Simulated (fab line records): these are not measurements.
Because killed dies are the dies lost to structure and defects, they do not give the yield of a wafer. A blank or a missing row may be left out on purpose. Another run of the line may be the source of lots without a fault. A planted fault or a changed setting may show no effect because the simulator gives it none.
Which of the tools did it? ; flow nand_harc ; Sampling: 24 lots, 72 wafers, 6 of 1302 route steps

WHAT THE GAUGES READ, wafer by wafer
NHARC_A_SLIT_OVL_MEAS_10. Usual: overlay_x_nm 0.0 nm, standard deviation 0.77; overlay_y_nm 0.1 nm, standard deviation 0.83.
lot;measured;on;overlay_x_nm (nm);overlay_y_nm (nm);flag
L074;day 19 19:32;overlay-01;-0.9 -0.5 -0.4;-0.1 -0.5 -0.4;
L075;day 19 20:43;overlay-02;-0.6 -1.5 -0.9;0.5 1.0 0.4;
L076;day 20 04:18;overlay-01;-1.1 -1.7 -1.3;-0.7 -0.7 -0.4;
L077;day 21 09:36;overlay-02;0.5 0.8 0.6;-1.2 -1.3 -0.8;
L079;day 21 13:20;overlay-02;-0.3 -1.6 -0.8;-1.3 -1.4 -1.1;
L078;day 21 17:07;overlay-02;-0.5 -0.4 -1.2;0.9 1.2 1.5;
L080;day 22 08:45;overlay-02;-0.1 0.9 0.4;0.6 0.7 0.6;
L082;day 23 05:14;overlay-02;0.9 0.5 0.9;2.1 1.3 1.4;
L081;day 23 05:55;overlay-01;-0.1 -0.1 -0.2;-0.3 0.0 0.0;
L084;day 23 11:34;overlay-01;0.7 0.5 0.8;-0.1 0.4 -0.1;
L083;day 23 12:49;overlay-02;0.0 0.1 0.6;-0.4 -0.1 -0.3;
L085;day 24 12:41;overlay-01;1.5 0.7 1.2;0.6 0.6 0.2;
L086;day 24 14:44;overlay-01;0.4 0.7 0.2;-0.8 -0.4 -0.4;
L088;day 25 07:06;overlay-02;-0.7 -1.1 -0.9;0.3 0.4 0.7;
L087;day 25 07:27;overlay-01;0.3 -0.1 1.1;1.6 1.1 1.1;
L089;day 25 13:05;overlay-02;0.0 0.9 -0.2;-0.1 0.6 0.3;
L091;day 26 13:58;overlay-02;0.7 0.8 0.8;1.3 1.2 1.6;
L090;day 26 15:23;overlay-02;-0.8 -1.3 -1.0;-0.3 -0.2 -0.1;
L093;day 27 07:26;overlay-01;-0.8 -1.5 -0.5;-1.9 -1.1 -1.4;
L092;day 27 08:01;overlay-01;-0.2 0.2 -0.4;-0.1 -0.1 0.2;
L094;day 27 16:59;overlay-01;1.0 0.9 1.1;0.3 0.9 0.2;
L095;day 28 09:29;overlay-01;0.0 -0.2 -0.1;0.3 0.2 0.2;
L097;day 28 16:56;overlay-02;-0.8 -0.4 -0.5;0.3 0.5 0.3;
L096;day 28 17:21;overlay-01;1.1 0.5 1.0;-0.9 -0.9 -0.4;

NHARC_A_CONTACT_CD_MEAS_53. Usual: cd_nm at 289.8 nm, with a standard deviation of 0.91.
lot;measured;on;cd_nm (nm);flag
L074;day 21 15:20;cd_sem-01;289.6 289.2 289.1;
L075;day 21 19:27;cd_sem-03;290.9 291.4 290.0;
L076;day 22 04:22;cd_sem-03;289.2 289.7 290.0;
L077;day 23 07:37;cd_sem-03;288.6 288.6 289.0;
L079;day 23 08:22;cd_sem-03;290.9 290.5 290.8;
L078;day 23 15:52;cd_sem-01;288.7 289.0 288.6;
L080;day 24 03:38;cd_sem-01;290.0 290.4 290.0;
L082;day 25 01:33;cd_sem-02;289.2 288.0 289.7;
L081;day 25 01:45;cd_sem-01;290.5 289.9 290.1;
L084;day 25 08:52;cd_sem-02;288.4 288.8 288.5;
L083;day 25 08:27;cd_sem-03;289.4 288.6 288.3;
L085;day 26 10:10;cd_sem-02;290.5 290.8 289.9;
L086;day 26 13:19;cd_sem-02;290.9 290.8 290.7;
L088;day 27 06:24;cd_sem-03;290.1 290.4 289.5;
L087;day 27 07:00;cd_sem-02;291.3 291.1 291.1;
L089;day 27 09:00;cd_sem-03;290.0 290.2 289.5;
L091;day 28 09:24;cd_sem-02;289.0 289.8 289.2;
L090;day 28 08:11;cd_sem-03;289.2 289.1 288.9;
L093;day 29 02:26;cd_sem-03;290.6 290.9 291.0;
L092;day 29 04:01;cd_sem-03;288.4 287.7 288.4;
L094;day 29 15:02;cd_sem-03;290.5 290.9 291.2;
L095;day 30 04:13;cd_sem-01;289.6 289.9 290.3;
L097;day 30 13:34;cd_sem-01;289.6 289.6 289.6;
L096;day 30 14:53;cd_sem-02;290.1 290.8 290.3;

TOOL THAT RAN EACH LOT (tool first, then ch and the chambers of the sampled wafers, then the start)
lot;NHARC_A_SLIT_DESCUM_14;NHARC_A_SLIT_ETCH_26;NHARC_A_WL_FILL_STRIP_27;NHARC_A_WL_FILL_STRIP_29
L074;rie_diel-01 ch 1,2, day 19 19:38;har_etch-02 ch 0,1, day 20 00:32;plasma_asher-02 ch 0,1, day 20 10:37;rie_diel-05 ch 0,1,2, day 20 21:42
L075;rie_diel-09 ch 0,2,3, day 19 20:50;har_etch-01 ch 0, day 20 01:41;plasma_asher-01 ch 0,1, day 20 10:20;rie_diel-06 ch 1,2, day 20 21:41
L076;rie_diel-02 ch 0,3, day 20 04:24;har_etch-01 ch 0,1, day 20 09:45;plasma_asher-02 ch 0,1, day 20 21:15;rie_diel-04 ch 1,2,3, day 21 09:37
L077;rie_diel-02 ch 0,2,3, day 21 09:42;har_etch-01 ch 1, day 21 14:37;plasma_asher-02 ch 0,1, day 22 00:30;rie_diel-05 ch 0,1,2, day 22 13:20
L079;rie_diel-02 ch 0,3, day 21 13:27;har_etch-02 ch 0,1, day 21 18:16;plasma_asher-01 ch 0,1, day 22 05:41;rie_diel-04 ch 2,3, day 22 15:07
L078;rie_diel-01 ch 0,1, day 21 17:13;har_etch-01 ch 0,1, day 21 22:11;plasma_asher-02 ch 0,1, day 22 12:38;rie_diel-04 ch 2,3, day 22 22:26
L080;rie_diel-02 ch 0,1, day 22 08:52;har_etch-02 ch 0,1, day 22 13:49;plasma_asher-02 ch 0,1, day 23 00:38;rie_diel-05 ch 0,2,3, day 23 10:17
L082;rie_diel-01 ch 0,2, day 23 05:20;har_etch-02 ch 0,1, day 23 10:14;plasma_asher-02 ch 0,1, day 23 20:27;rie_diel-05 ch 2,3, day 24 06:19
L081;rie_diel-02 ch 0,1,3, day 23 06:02;har_etch-01 ch 0,1, day 23 10:52;plasma_asher-02 ch 0,1, day 23 20:08;rie_diel-04 ch 0,1,2, day 24 06:18
L084;rie_diel-09 ch 1,3, day 23 11:40;har_etch-02 ch 0,1, day 23 18:18;plasma_asher-01 ch 0,1, day 24 04:04;rie_diel-05 ch 1,3, day 24 15:01
L083;rie_diel-01 ch 0,1,2, day 23 12:55;har_etch-01 ch 0,1, day 23 18:53;plasma_asher-02 ch 0,1, day 24 04:20;rie_diel-06 ch 1,2,3, day 24 14:53
L085;rie_diel-09 ch 1,2,3, day 24 12:47;har_etch-02 ch 0,1, day 24 17:44;plasma_asher-02 ch 0,1, day 25 03:47;rie_diel-04 ch 0,2, day 25 16:51
L086;rie_diel-02 ch 0,1,2, day 24 14:51;har_etch-01 ch 0,1, day 24 19:46;plasma_asher-01 ch 0,1, day 25 05:50;rie_diel-04 ch 1,2,3, day 25 20:03
L088;rie_diel-01 ch 1,2, day 25 07:12;har_etch-01 ch 0,1, day 25 12:22;plasma_asher-02 ch 0,1, day 25 22:35;rie_diel-06 ch 1,2, day 26 08:16
L087;rie_diel-02 ch 1,2,3, day 25 07:33;har_etch-02 ch 0,1, day 25 15:06;plasma_asher-01 ch 0,1, day 26 01:05;rie_diel-04 ch 0,1,3, day 26 11:32
L089;rie_diel-02 ch 0,1, day 25 13:11;har_etch-01 ch 0,1, day 25 18:18;plasma_asher-01 ch 0,1, day 26 04:16;rie_diel-06 ch 2,3, day 26 14:35
L091;rie_diel-02 ch 1,2, day 26 14:04;har_etch-01 ch 0,1, day 26 19:02;plasma_asher-01 ch 0,1, day 27 04:46;rie_diel-06 ch 1,2,3, day 27 14:21
L090;rie_diel-01 ch 0,1,2, day 26 15:31;har_etch-02 ch 0,1, day 26 20:55;plasma_asher-02 ch 0,1, day 27 06:44;rie_diel-04 ch 0,1,3, day 27 14:21
L093;rie_diel-01 ch 0,3, day 27 07:32;har_etch-01 ch 0,1, day 27 12:31;plasma_asher-02 ch 0,1, day 27 22:14;rie_diel-06 ch 0,1,2, day 28 08:43
L092;rie_diel-02 ch 1,2,3, day 27 08:07;har_etch-02 ch 0,1, day 27 14:43;plasma_asher-01 ch 0,1, day 28 00:33;rie_diel-05 ch 0,3, day 28 08:44
L094;rie_diel-09 ch 1,3, day 27 17:04;har_etch-02 ch 0,1, day 27 22:00;plasma_asher-02 ch 0,1, day 28 08:44;rie_diel-04 ch 1,3, day 28 21:26
L095;rie_diel-09 ch 1,2,3, day 28 09:35;har_etch-02 ch 0,1, day 28 14:27;plasma_asher-02 ch 0,1, day 29 00:16;rie_diel-04 ch 0,1,3, day 29 10:18
L097;rie_diel-02 ch 1,2, day 28 17:02;har_etch-02 ch 0,1, day 28 22:11;plasma_asher-02 ch 0,1, day 29 08:04;rie_diel-04 ch 0,1, day 29 20:19
L096;rie_diel-01 ch 1,2,3, day 28 17:27;har_etch-01 ch 0,1, day 28 22:24;plasma_asher-02 ch 0,1, day 29 08:11;rie_diel-06 ch 0,1,2, day 29 20:08
- NHARC_A_SLIT_DESCUM_14: chemistry O2, time 3 s.
- NHARC_A_SLIT_ETCH_26: etches the open film in C4F8/O2/Ar, time 90 s, target depth 400 nm.
- NHARC_A_WL_FILL_STRIP_27: strips in N2/H2, time 20 s.
- NHARC_A_WL_FILL_STRIP_29: strips in O2, time 20 s.

WHAT THE TOOLS THEMSELVES READ (means of the sampled wafers that have a number; where no wafer has one, the mark that the record gives instead)
NHARC_A_SLIT_DESCUM_14. Usual: drypump_motor_current_A 5.8 A, standard deviation 0.49; oes_product_au 1.001 a.u., standard deviation 0.012; rf_vpp_V 57.7 V, standard deviation 0.98; showerhead_plenum_p_Torr 1.88 Torr, standard deviation 0.077; throttle_valve_pct 11.312 %, standard deviation 0.0099.
lot;tool;drypump_motor_current_A (A);oes_product_au (a.u.);rf_vpp_V (V);showerhead_plenum_p_Torr (Torr);throttle_valve_pct (%);flag
L074;rie_diel-01;5.3;1.002;58.2;1.87;11.304;
L075;rie_diel-09;6.0;1.001;56.5;1.82;11.323;
L076;rie_diel-02;5.4;1.015;58.6;1.91;11.307;
L077;rie_diel-02;5.4;0.998;57.4;1.88;11.309;
L079;rie_diel-02;5.4;0.998;58.2;1.91;11.313;
L078;rie_diel-01;6.3;1.000;57.6;1.91;11.309;
L080;rie_diel-02;5.8;0.997;56.8;1.86;11.314;
L082;rie_diel-01;5.4;1.002;58.1;1.91;11.305;
L081;rie_diel-02;5.6;1.002;57.8;1.90;11.315;
L084;rie_diel-09;6.3;0.996;57.5;1.86;11.308;
L083;rie_diel-01;5.8;0.998;58.0;1.89;11.307;
L085;rie_diel-09;6.2;0.994;56.8;1.86;11.313;
L086;rie_diel-02;5.7;0.998;57.3;1.83;11.312;
L088;rie_diel-01;5.8;1.011;57.8;1.85;11.320;
L087;rie_diel-02;5.7;1.004;58.0;1.87;11.307;
L089;rie_diel-02;6.0;1.004;57.7;1.85;11.299;
L091;rie_diel-02;5.7;1.000;56.6;1.79;11.316;
L090;rie_diel-01;5.8;1.004;57.7;1.89;11.311;
L093;rie_diel-01;6.0;1.004;58.5;1.93;11.321;
L092;rie_diel-02;5.7;1.011;57.8;1.87;11.316;
L094;rie_diel-09;6.3;0.990;57.8;1.94;11.320;
L095;rie_diel-09;6.2;0.994;56.8;1.86;11.317;
L097;rie_diel-02;5.7;0.999;57.3;1.79;11.306;
L096;rie_diel-01;5.6;1.003;56.9;1.88;11.310;

NHARC_A_SLIT_ETCH_26. Usual: drypump_motor_current_A 5.77 A, standard deviation 0.13; he_backside_leak_sccm 6.1 sccm, standard deviation 0.79; showerhead_plenum_p_Torr 3.75 Torr, standard deviation 0.17; throttle_valve_pct 27.621 %, standard deviation 0.0097.
lot;tool;drypump_motor_current_A (A);he_backside_leak_sccm (sccm);showerhead_plenum_p_Torr (Torr);throttle_valve_pct (%);flag
L074;har_etch-02;5.65;5.2;3.96;27.623;
L075;har_etch-01;5.96;6.1;3.56;27.620;
L076;har_etch-01;5.92;6.2;3.59;27.625;
L077;har_etch-01;5.84;6.6;3.68;27.623;
L079;har_etch-02;5.66;5.2;3.94;27.626;
L078;har_etch-01;5.88;6.5;3.63;27.613;
L080;har_etch-02;5.65;5.7;3.94;27.624;
L082;har_etch-02;5.68;5.3;3.93;27.614;
L081;har_etch-01;5.87;6.8;3.62;27.624;
L084;har_etch-02;5.66;5.4;3.93;27.623;
L083;har_etch-01;5.90;6.4;3.57;27.607;
L085;har_etch-02;5.66;5.3;3.92;27.623;
L086;har_etch-01;5.87;6.5;3.61;27.619;
L088;har_etch-01;5.89;6.5;3.61;27.627;
L087;har_etch-02;5.64;5.7;3.91;27.618;
L089;har_etch-01;5.87;6.6;3.60;27.616;
L091;har_etch-01;5.90;6.8;3.55;27.620;
L090;har_etch-02;5.65;5.7;3.90;27.626;
L093;har_etch-01;5.87;6.9;3.59;27.620;
L092;har_etch-02;5.63;6.0;3.90;27.615;
L094;har_etch-02;5.64;5.5;3.90;27.619;
L095;har_etch-02;5.65;5.8;3.89;27.631;
L097;har_etch-02;5.64;5.5;3.89;27.625;
L096;har_etch-01;5.88;7.1;3.58;27.630;

NHARC_A_WL_FILL_STRIP_27. Usual: drypump_motor_current_A 5.9 A, standard deviation 0.34; heater_power_w 326 W, standard deviation 21.
lot;tool;drypump_motor_current_A (A);heater_power_w (W);flag
L074;plasma_asher-02;5.9;346;
L075;plasma_asher-01;5.5;310;
L076;plasma_asher-02;5.9;346;
L077;plasma_asher-02;5.9;348;
L079;plasma_asher-01;5.5;304;
L078;plasma_asher-02;6.0;345;
L080;plasma_asher-02;6.0;340;
L082;plasma_asher-02;6.0;346;
L081;plasma_asher-02;6.1;352;
L084;plasma_asher-01;5.9;304;
L083;plasma_asher-02;6.1;346;
L085;plasma_asher-02;5.9;345;
L086;plasma_asher-01;5.8;304;
L088;plasma_asher-02;5.9;344;
L087;plasma_asher-01;5.5;309;
L089;plasma_asher-01;5.8;308;
L091;plasma_asher-01;5.8;301;
L090;plasma_asher-02;5.9;320;
L093;plasma_asher-02;5.9;321;
L092;plasma_asher-01;5.8;307;
L094;plasma_asher-02;5.9;324;
L095;plasma_asher-02;5.9;324;
L097;plasma_asher-02;5.9;326;
L096;plasma_asher-02;6.0;319;

NHARC_A_WL_FILL_STRIP_29. Usual: drypump_motor_current_A 5.8 A, standard deviation 0.4; oes_product_au 1.002 a.u., standard deviation 0.01; rf_vpp_V 58.0 V, standard deviation 0.95; showerhead_plenum_p_Torr 3.64 Torr, standard deviation 0.11; throttle_valve_pct 17.036 %, standard deviation 0.0089.
lot;tool;drypump_motor_current_A (A);oes_product_au (a.u.);rf_vpp_V (V);showerhead_plenum_p_Torr (Torr);throttle_valve_pct (%);flag
L074;rie_diel-05;5.6;1.005;58.4;3.64;17.040;
L075;rie_diel-06;6.0;0.992;57.9;3.58;17.034;
L076;rie_diel-04;5.6;0.999;57.6;3.71;17.037;
L077;rie_diel-05;5.6;0.995;58.1;3.64;17.035;
L079;rie_diel-04;5.8;1.000;58.1;3.70;17.044;
L078;rie_diel-04;5.5;0.998;59.1;3.73;17.044;
L080;rie_diel-05;5.7;0.992;58.8;3.68;17.032;
L082;rie_diel-05;5.6;0.991;58.8;3.68;17.033;
L081;rie_diel-04;5.6;1.007;57.8;3.73;17.034;
L084;rie_diel-05;5.8;1.012;57.0;3.61;17.037;
L083;rie_diel-06;5.8;0.998;57.4;3.56;17.031;
L085;rie_diel-04;5.9;1.019;57.4;3.72;17.046;
L086;rie_diel-04;5.5;0.999;58.4;3.71;17.028;
L088;rie_diel-06;6.0;1.007;57.8;3.58;17.034;
L087;rie_diel-04;5.9;1.007;57.9;3.69;17.035;
L089;rie_diel-06;5.6;1.012;57.7;3.62;17.039;
L091;rie_diel-06;5.8;1.000;58.3;3.56;17.036;
L090;rie_diel-04;5.9;1.001;58.0;3.69;17.030;
L093;rie_diel-06;5.9;0.999;58.4;3.48;17.036;
L092;rie_diel-05;6.0;0.987;57.8;3.68;17.028;
L094;rie_diel-04;5.9;0.998;57.6;3.68;17.033;
L095;rie_diel-04;5.9;0.998;57.9;3.69;17.032;
L097;rie_diel-04;5.7;0.998;58.5;3.70;17.027;
L096;rie_diel-06;5.9;1.012;57.8;3.48;17.042;

THE ANSWER, worked out from the rows above alone
Rule: take the mean of a lot's wafers that have a number; if it is more than 3 standard deviations from the usual mean, the lot is off. A lot without any number at a reading at which 4 lots or more have one is off too. Where the step has rows for the other lots, those lots are counted as sound. Order of review: gauges by route order, followed by the tools' own readings, for which a lot's mean as printed above is used. At the first step where some lot is off, the reading lying furthest off is the one used; lots without a number count as furthest.
None of the lots is off at any reading shown; this tells nothing.

WHAT THE SIMULATOR PUT IN
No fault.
